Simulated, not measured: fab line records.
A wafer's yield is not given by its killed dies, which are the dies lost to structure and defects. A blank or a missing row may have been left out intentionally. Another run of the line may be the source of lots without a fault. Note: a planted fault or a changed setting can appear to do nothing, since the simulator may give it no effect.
Which tool was responsible? -- flow nandHarc -- 13 lots, 39 wafers sampled, at 6 steps of a route of 1302

## WHAT THE GAUGES READ, wafer by wafer
NHARC_P_M2_THK_MEAS_24: measures by xrf. Usual: thkNm at 144.6 nm, with a standard deviation of 1.5.
lot,measured,on,thkNm (nm),flag
L835,day 6 19:02,filmMetro-02,142.4 145.5 143.5,
L836,day 7 00:49,filmMetro-01,144.4 144.2 143.5,
L837,day 7 05:40,filmMetro-01,148.4 145.6 142.8,
L840,day 8 11:40,filmMetro-01,146.7 145.4 144.8,
L842,day 9 04:52,filmMetro-01,144.4 145.6 145.2,
L844,day 10 05:11,filmMetro-01,142.9 144.2 144.0,
L845,day 10 19:03,filmMetro-01,145.0 144.7 141.8,
L847,day 11 15:50,filmMetro-02,392.9 399.1 397.7,OFF
L849,day 12 13:51,filmMetro-01,397.4 402.1 399.9,OFF
L854,day 14 06:01,filmMetro-01,143.7 143.5 143.6,
L855,day 14 20:29,filmMetro-02,147.5 143.3 140.5,
L857,day 15 11:44,filmMetro-01,144.6 143.2 143.4,
L858,day 16 03:44,filmMetro-01,145.8 142.9 145.0,

NHARC_P_BONDPAD_THK_MEAS_33: measures by ellipsometry. Usual: thkNm at 200.2 nm, with a standard deviation of 1.6.
lot,measured,on,thkNm (nm),flag
L835,day 6 20:31,filmMetro-01,199.2 200.4 201.3,
L836,day 7 02:20,filmMetro-01,202.1 201.1 199.6,
L837,day 7 07:01,filmMetro-02,200.7 200.1 201.3,
L840,day 8 13:04,filmMetro-01,199.1 201.1 202.7,
L842,day 9 06:31,filmMetro-02,200.5 201.5 200.2,
L844,day 10 06:34,filmMetro-01,200.1 199.9 200.9,
L845,day 10 20:26,filmMetro-02,198.2 198.6 196.4,
L854,day 14 07:25,filmMetro-02,201.5 199.6 198.7,
L855,day 14 21:50,filmMetro-02,203.5 199.5 200.4,
L857,day 15 13:16,filmMetro-01,201.3 199.7 200.0,
L858,day 16 05:07,filmMetro-01,201.5 201.3 199.4,

NHARC_END_SORT_01. Usual: defectLimitedYield 91.1 %, standard deviation 2.9; killedAtArray 55, standard deviation 20; killedAtOther 0.7, standard deviation 0.96; killedAtPeriphery 4.1, standard deviation 2.4; killedDies 60, standard deviation 20; killedOpen 3.3, standard deviation 1.9; killedShort 2.8, standard deviation 1.6.
lot,measured,on,defectLimitedYield (%),killedAtArray,killedAtOther,killedAtPeriphery,killedDies,killedOpen,killedShort,flag
L847,day 29 18:56,prober-01,0 0 0,64 55 62,3 1 3,610 621 612,677 677 677,3 2 3,1 3 3,OFF
L849,day 30 19:53,prober-02,0 0 0,68 59 61,0 0 2,609 618 614,677 677 677,6 7 6,4 4 1,OFF

## TOOL THAT RAN EACH LOT (tool first, then ch and the chambers of the sampled wafers, then the start)
lot,NHARC_P_M2_ETCH_15,NHARC_P_M2_PVD_20,NHARC_P_M2_CMP_23
L835,"rieDiel-01 ch 0,1,3, day 6 18:43 or earlier","pvdSputter-03, day 6 18:43 or earlier","cmp-04 ch 0,3, day 6 18:43"
L836,"rieDiel-01 ch 1,2,3, day 7 00:31 or earlier","pvdSputter-03, day 7 00:31 or earlier","cmp-04 ch 1,2,3, day 7 00:31"
L837,"rieDiel-01 ch 1,2,3, day 7 05:21 or earlier","pvdSputter-01, day 7 05:21 or earlier","cmp-04 ch 1,2, day 7 05:21"
L840,"rieDiel-01 ch 0,3, day 8 11:22 or earlier","pvdSputter-02, day 8 11:22 or earlier","cmp-04 ch 0,2,3, day 8 11:22"
L842,"rieDiel-02 ch 0,1, day 9 04:33 or earlier","pvdSputter-01, day 9 04:33 or earlier","cmp-01 ch 0,3, day 9 04:33"
L844,"rieDiel-01 ch 0,1,3, day 10 04:52 or earlier","pvdSputter-03, day 10 04:52 or earlier","cmp-01 ch 0,3, day 10 04:52"
L845,"rieDiel-02 ch 0,2,3, day 10 18:46 or earlier","pvdSputter-02, day 10 18:46 or earlier","cmp-03 ch 2,3, day 10 18:46"
L847,"rieDiel-01 ch 0,1,3, day 11 15:31 or earlier","pvdSputter-02, day 11 15:31 or earlier","cmp-03 ch 0,2,3, day 11 15:31"
L849,"rieDiel-01 ch 0,1,3, day 12 13:35 or earlier","pvdSputter-03, day 12 13:35 or earlier","cmp-04 ch 0,1,2, day 12 13:35"
L854,"rieDiel-01 ch 0,2, day 14 05:44 or earlier","pvdSputter-03, day 14 05:44 or earlier","cmp-03 ch 0,1,2, day 14 05:44"
L855,"rieDiel-01 ch 1,2,3, day 14 20:10 or earlier","pvdSputter-02, day 14 20:10 or earlier","cmp-04 ch 1,2,3, day 14 20:10"
L857,"rieDiel-02 ch 1,2,3, day 15 11:25 or earlier","pvdSputter-02, day 15 11:25 or earlier","cmp-04 ch 0,2,3, day 15 11:25"
L858,"rieDiel-01 ch 2,3, day 16 03:26 or earlier","pvdSputter-02, day 16 03:26 or earlier","cmp-03 ch 0,3, day 16 03:26"
- NHARC_P_M2_ETCH_15: etches the open film in C4F8/Ar, target depth 182.5 nm, time 91.2 s.
- NHARC_P_M2_PVD_20: deposits TaN, target thk 5 nm, time 8.06 s.
- NHARC_P_M2_CMP_23: polishes, t overpolish 20 s, target thk 144.3 nm.

## AS READ BY THE TOOLS THEMSELVES (means over the sampled wafers that have a number; for cases with no such wafer, the mark the record gives instead)
NHARC_P_M2_ETCH_15. Usual: oesProductAu 0.944 a.u., standard deviation 0.023; rfVppV 440.7 V, standard deviation 2.4.
lot,tool,oesProductAu (a.u.),rfVppV (V),flag
L835,rieDiel-01,0.950,440.5,
L836,rieDiel-01,0.956,442.5,
L837,rieDiel-01,0.923,442.3,
L840,rieDiel-01,0.919,439.8,
L842,rieDiel-02,0.919,439.4,
L844,rieDiel-01,0.965,441.2,
L845,rieDiel-02,0.969,439.4,
L847,rieDiel-01,0.971,439.9,
L849,rieDiel-01,0.963,441.3,
L854,rieDiel-01,0.953,439.3,
L855,rieDiel-01,0.970,441.7,
L857,rieDiel-02,0.924,438.9,
L858,rieDiel-01,0.914,442.6,

NHARC_P_M2_PVD_20. Usual: throttleValvePct at 29.9 %, with a standard deviation of 0.93.
lot,tool,throttleValvePct (%),flag
L835,pvdSputter-03,29.7,
L836,pvdSputter-03,29.7,
L837,pvdSputter-01,29.8,
L840,pvdSputter-02,30.1,
L842,pvdSputter-01,30.5,
L844,pvdSputter-03,29.3,
L845,pvdSputter-02,30.3,
L847,pvdSputter-02,30.4,
L849,pvdSputter-03,29.5,
L854,pvdSputter-03,29.2,
L855,pvdSputter-02,30.4,
L857,pvdSputter-02,30.4,
L858,pvdSputter-02,29.9,

NHARC_P_M2_CMP_23. Usual: edgeZonePressureFrac 1.000, standard deviation 0.0052; motorCurrentA 12.3 A, standard deviation 1.3; timeToEndpointS 29.1 s, standard deviation 2.4.
lot,tool,edgeZonePressureFrac,motorCurrentA (A),timeToEndpointS (s),flag
L835,cmp-04,0.998,13.8,28.9,
L836,cmp-04,0.995,12.1,26.3,
L837,cmp-04,1.003,10.9,29.8,
L840,cmp-04,0.999,12.8,30.6,
L842,cmp-01,1.000,11.7,29.3,
L844,cmp-01,1.002,12.6,26.4,
L845,cmp-03,1.004,12.9,28.1,
L847,cmp-03,-,-,-,OFF
L849,cmp-04,-,-,-,OFF
L854,cmp-03,1.001,12.2,26.0,
L855,cmp-04,0.998,12.1,26.2,
L857,cmp-04,0.999,12.8,30.7,
L858,cmp-03,1.000,13.2,26.3,

## THE ANSWER, worked out from the rows above alone
Rule: a lot is off if the mean of its wafers that have a number lies more than 3 standard deviations from the usual mean. A lot without any number at a reading at which 4 lots or more have one is off too. The other lots that the step has rows for count as sound. After the gauges, taken in route order, come the tools' own readings; for these a lot's mean is taken, as printed above. The first step at which some lot is off is used, and at that step the reading that is off furthest; a lot without a number counts as furthest.
Off: L847, L849 (NHARC_P_M2_THK_MEAS_24, thkNm).
A tool fits if, at a process step before that reading, it ran every lot that is off, and no sound lot after the first of them. The gauges at NHARC_P_M2_THK_MEAS_24 aren't tried: what is off there is off at NHARC_END_SORT_01 too, on other tools, and a gauge's error can't cause that. NHARC_P_M2_ETCH_15 gives no start for some lots, so the hours and the order of its lots are those of NHARC_P_M2_CMP_23. NHARC_P_M2_PVD_20 gives no start for some lots, so the hours and the order of its lots are those of NHARC_P_M2_CMP_23. Of those tried, none fits.

## WHAT THE SIMULATOR HAD INSERTED
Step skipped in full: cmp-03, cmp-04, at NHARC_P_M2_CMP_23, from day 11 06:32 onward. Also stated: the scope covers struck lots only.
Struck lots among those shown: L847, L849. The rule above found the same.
